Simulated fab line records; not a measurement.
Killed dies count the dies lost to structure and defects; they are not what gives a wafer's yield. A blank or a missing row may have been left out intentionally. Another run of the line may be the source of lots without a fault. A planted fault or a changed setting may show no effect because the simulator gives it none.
fab line records	flow nand-harc	part 2 of 2: steps 5 to 6 of 6
record lots=23	wafers=69	last-day=33
route steps=1302 shown A_CHANNEL_HOLE_D2@587 A_CHANNEL_FILL_D2@619 A_STAIRCASE@667
lots untouched by any fault: they come from a run of this same line in which no faults occurred
start-h: the number of hours between the record's first day and the start of the first shown wafer of the lot	wait-h: hours from the lot's prior step to this one	" the same as in the row above	L1.1+2: one row covering several wafers at once	- no value, or no start was given	* or withheld: withheld	< > ~ a bound
route shown NAME@n: a module of which the file shows steps, and the number in the route of the first	usual: mean and standard deviation over wafers with no fault	same: alike in all rows	chamber/n: place in a boat	sites: readings site by site	_std_site: how widely they spread, as a standard deviation	_edge_site: outer sites' mean less inner sites'	radius-mm: how far each site lies from the wafer's centre	mask NAME#n: copy n	behind: the tool/chamber that last shaped the wafer	hold: why the lot went on hold/how many hours it stayed there/how the hold came to an end	device: transistor that didn't switch, given as n, p or np	end of line: at the end of the route, the tests of the same wafers	a step without rows: its recipe alone	killed: dies that structure and defects cost at the first sort, which is not the same as the wafer's yield	map: dies across one wafer; x = killed, . = not, _ = none there
set.NAME: the setting as run; set.NAME@STEP: as run at that earlier step	model.NAME: the simulator's own value behind a step, which no gauge read
one table for each step of the route and one row for each wafer, over a sample of lots
services: when a tool's chamber went out of use (start-h, in hours from the record's first day, below 0 if earlier), for how many hours, and the reason
## steps
# step NHARC_A_CHANNEL_FILL_D2_INSPECT_13
# usual raw-defect-count=346/120
lot.wafer	tool	chamber	start-h	wait-h	raw-defect-count
L074.1	defect-inspect-02	-	359.38	0.2	248
L074.2	"	-	"	"	330
L074.5	"	-	"	"	212
L075.1	defect-inspect-02	-	359.39	0.2	289
L075.4	"	-	"	"	302
L075.6	"	-	"	"	373
L076.2	defect-inspect-02	-	373.74	0.1	258
L076.3	"	-	"	"	611
L076.4	"	-	"	"	326
L077.1	defect-inspect-02	-	379.32	0.2	222
L077.2	"	-	"	"	346
L077.3	"	-	"	"	382
L078.1	defect-inspect-02	-	379.49	0.2	424
L078.2	"	-	"	"	372
L078.6	"	-	"	"	386
L079.2	defect-inspect-02	-	410.48	0.1	321
L079.5	"	-	"	"	476
L079.6	"	-	"	"	423
L080.1	defect-inspect-02	-	417.81	0.2	295
L080.2	"	-	"	"	218
L080.4	"	-	"	"	162
L081.1	defect-inspect-01	-	417.86	0.2	423
L081.3	"	-	"	"	370
L081.5	"	-	"	"	498
L082.2	defect-inspect-01	-	431.59	0.1	287
L082.4	"	-	"	"	489
L082.5	"	-	"	"	423
L083.1	defect-inspect-02	-	442.15	0.2	281
L083.2	"	-	"	"	175
L083.4	"	-	"	"	155
L084.1	defect-inspect-01	-	451.49	0.2	326
L084.4	"	-	"	"	339
L084.6	"	-	"	"	268
L086.1	defect-inspect-01	-	469.16	0.2	611
L086.2	"	-	"	"	266
L086.5	"	-	"	"	248
L087.2	defect-inspect-02	-	469.16	0.1	281
L087.5	"	-	"	"	270
L087.6	"	-	"	"	457
L085.1	defect-inspect-01	-	469.33	0.2	304
L085.2	"	-	"	"	366
L085.5	"	-	"	"	305
L088.3	defect-inspect-01	-	489.78	0.1	335
L088.5	"	-	"	"	314
L088.6	"	-	"	"	357
L089.2	defect-inspect-01	-	502.40	0.1	343
L089.4	"	-	"	"	242
L089.5	"	-	"	"	296
L090.2	defect-inspect-02	-	522.67	0.1	292
L090.5	"	-	"	"	458
L090.6	"	-	"	"	446
L092.1	defect-inspect-01	-	530.36	0.2	311
L092.4	"	-	"	"	398
L092.6	"	-	"	"	239
L091.1	defect-inspect-02	-	530.38	0.2	511
L091.2	"	-	"	"	303
L091.3	"	-	"	"	623
L093.4	defect-inspect-02	-	542.01	0.1	223
L093.5	"	-	"	"	365
L093.6	"	-	"	"	299
L094.1	defect-inspect-01	-	553.29	0.2	462
L094.3	"	-	"	"	378
L094.6	"	-	"	"	504
L095.3	defect-inspect-02	-	566.02	0.1	363
L095.4	"	-	"	"	320
L095.5	"	-	"	"	240
L096.1	defect-inspect-01	-	578.08	0.2	255
L096.4	"	-	"	"	198
L096.6	"	-	"	"	284
# step NHARC_A_STAIRCASE_DESCUM_11
# recipe time-s=3	o2-flow-sccm=200	ar-flow-sccm=0	bias-power-w=0	chemistry=O2
# usual drypump-motor-current-A=5.6/0.45	oes-product-au=1.000/0.009	rf-vpp-V=57.7/0.81	showerhead-plenum-p-Torr=1.91/0.074	throttle-valve-pct=11.312/0.0091
lot.wafer	tool	chamber	start-h	wait-h	drypump-motor-current-A	oes-product-au	rf-hours-counter-h	rf-vpp-V	showerhead-plenum-p-Torr	throttle-valve-pct
L075.1	rie-diel-09	0	362.27	-	5.2	1.002	14	56.5	1.88	11.305
L075.4	"	1	"	"	6.0	0.996	10	57.3	1.99	11.313
L075.6	"	3	"	"	5.6	1.007	-	57.7	1.96	11.313
L074.2	rie-diel-03	1	362.42	-	5.7	0.997	23	58.1	1.83	11.317
L074.1	"	0	"	"	6.0	1.002	26	56.6	1.80	11.314
L074.5	"	1	"	"	5.7	1.004	-	58.0	1.83	11.324
L076.2	rie-diel-10	2	376.53	-	6.1	1.003	39	57.3	2.04	11.305
L076.3	"	0	"	"	5.4	1.002	35	57.7	1.93	11.315
L076.4	"	2	"	"	6.1	1.000	-	57.6	2.04	11.304
L078.2	rie-diel-03	0	382.51	-	5.9	0.994	31	57.3	1.80	11.332
L078.1	"	2	"	"	5.4	0.995	22	57.1	2.00	11.300
L078.6	"	0	"	"	5.9	0.998	-	57.8	1.80	11.294
L077.3	rie-diel-10	2	382.79	-	6.1	0.985	40	56.8	2.04	11.310
L077.2	"	3	"	"	4.7	0.994	38	57.7	1.91	11.329
L077.1	"	1	"	"	6.4	1.004	36	55.9	1.92	11.316
L079.2	rie-diel-10	1	414.25	-	6.4	1.001	47	56.8	1.91	11.304
L079.5	"	3	"	"	4.7	0.993	-	57.6	1.90	11.322
L079.6	"	0	"	"	5.4	0.996	-	56.7	1.93	11.314
L080.2	rie-diel-09	3	421.04	-	5.6	1.014	26	57.9	1.96	11.314
L080.1	"	0	"	"	5.2	1.008	30	58.6	1.88	11.302
L080.4	"	1	"	"	6.0	1.000	27	57.9	1.99	11.304
L081.1	rie-diel-09	3	421.32	-	5.6	1.023	27	57.6	1.96	11.306
L081.3	"	2	"	"	5.2	1.014	28	57.8	1.85	11.304
L081.5	"	0	"	"	5.2	1.014	-	58.1	1.88	11.331
L082.4	rie-diel-10	3	434.81	-	4.7	0.980	1	57.9	1.90	11.322
L082.2	"	0	"	"	5.4	1.000	1	57.9	1.93	11.314
L082.5	"	3	"	"	4.7	0.989	-	56.7	1.90	11.312
L083.4	rie-diel-03	3	445.84	-	5.9	1.024	49	58.5	1.99	11.307
L083.1	"	0	"	"	5.9	0.998	51	57.8	1.80	11.327
L083.2	"	1	"	"	5.7	0.999	48	57.6	1.82	11.294
L084.1	rie-diel-10	2	454.37	-	6.1	0.986	9	58.1	2.03	11.327
L084.4	"	0	"	"	5.5	0.996	8	57.8	1.92	11.318
L084.6	"	2	"	"	6.0	0.991	-	59.2	2.03	11.323
L086.2	rie-diel-03	0	471.79	-	6.0	1.019	0	58.0	1.80	11.316
L086.1	"	3	"	"	5.9	1.001	0	57.3	1.99	11.314
L086.5	"	0	"	"	5.9	1.021	-	57.1	1.80	11.307
L087.2	rie-diel-03	2	472.08	-	5.4	1.005	0	59.2	1.99	11.299
L087.6	"	2	"	"	5.4	0.998	-	58.1	1.99	11.307
L087.5	"	3	"	"	5.9	1.009	-	58.2	1.99	11.294
L085.2	rie-diel-09	0	472.38	-	5.2	1.015	42	57.4	1.88	11.305
L085.1	"	1	"	"	6.0	0.987	45	57.4	1.98	11.298
L085.5	"	2	"	"	5.2	1.016	-	58.2	1.85	11.317
L088.3	rie-diel-10	1	492.72	-	6.4	0.981	25	56.1	1.91	11.320
L088.6	"	0	"	"	5.4	1.002	-	58.5	1.92	11.299
L088.5	"	1	"	"	6.4	0.997	-	58.6	1.91	11.311
L089.4	rie-diel-03	0	508.12	-	5.9	1.020	9	58.4	1.79	11.326
L089.2	"	1	"	"	5.7	0.995	8	57.2	1.82	11.304
L089.5	"	0	"	"	5.9	1.011	-	56.0	1.79	11.316
L090.2	rie-diel-10	3	525.48	-	4.7	1.006	34	56.4	1.89	11.317
L090.6	"	3	"	"	4.7	0.996	-	57.4	1.89	11.316
L090.5	"	0	"	"	5.5	0.996	-	59.1	1.92	11.298
L092.1	rie-diel-03	3	533.25	-	5.9	1.004	18	58.0	1.98	11.334
L092.4	"	0	"	"	5.9	0.998	17	57.1	1.79	11.300
L092.6	"	0	"	"	5.9	1.008	-	56.6	1.79	11.311
L091.2	rie-diel-03	1	533.43	-	5.7	0.994	18	57.9	1.81	11.323
L091.1	"	2	"	"	5.4	1.002	19	58.7	1.99	11.315
L091.3	"	3	"	"	5.9	1.004	18	59.0	1.98	11.309
L093.4	rie-diel-10	3	544.90	-	4.7	0.998	41	59.5	1.89	11.314
L093.5	"	1	"	"	6.5	1.007	-	56.6	1.90	11.309
L093.6	"	2	"	"	6.1	0.991	-	58.7	2.02	11.322
L094.1	rie-diel-03	1	556.21	-	5.7	1.005	26	59.0	1.81	11.320
L094.3	"	3	"	"	5.9	0.994	25	59.9	1.98	11.322
L094.6	"	0	"	"	6.0	1.013	-	56.9	1.79	11.308
L095.3	rie-diel-09	1	568.85	-	6.0	0.999	12	58.4	1.97	11.315
L095.4	"	3	"	"	5.6	0.993	14	57.5	1.95	11.297
L095.5	"	0	"	"	5.2	1.002	-	57.3	1.87	11.310
L096.4	rie-diel-09	3	581.00	-	5.6	1.001	20	57.6	1.94	11.312
L096.1	"	0	"	"	5.2	1.008	19	58.0	1.87	11.308
L096.6	"	2	"	"	5.2	0.996	-	58.2	1.84	11.306
## services
tool	chamber	start-h	hours	kind
rie-diel-03	-	282.37	9.0	pm
rie-diel-03	-	292.59	0.1	repair
rie-diel-07	-	294.33	9.0	pm
rie-diel-10	1	369.32	8.0	repair
rie-diel-03	2	369.93	12.0	repair
rie-diel-03	3	370.39	2.1	repair
rie-diel-10	1	378.72	2.8	repair
har-etch-02	-	380.62	17.0	pm
rie-diel-03	-	395.41	1.0	repair
rie-diel-03	1	403.32	2.8	repair
rie-diel-03	3	408.20	4.4	repair
rie-si-02	0	422.25	13.6	repair
rie-si-06	-	426.00	9.0	pm
rie-si-02	-	454.00	9.0	pm
rie-diel-03	-	459.60	9.0	pm
rie-diel-07	-	471.35	9.0	pm
rie-si-06	2	479.80	4.4	repair
rie-si-02	3	480.16	6.8	repair
rie-diel-10	1	506.13	3.3	repair
rie-diel-07	1	539.78	1.9	repair
rie-si-02	1	543.42	15.6	repair
rie-diel-10	3	552.44	4.8	repair
rie-diel-07	2	560.53	1.2	repair
rie-diel-10	1	565.58	7.9	repair
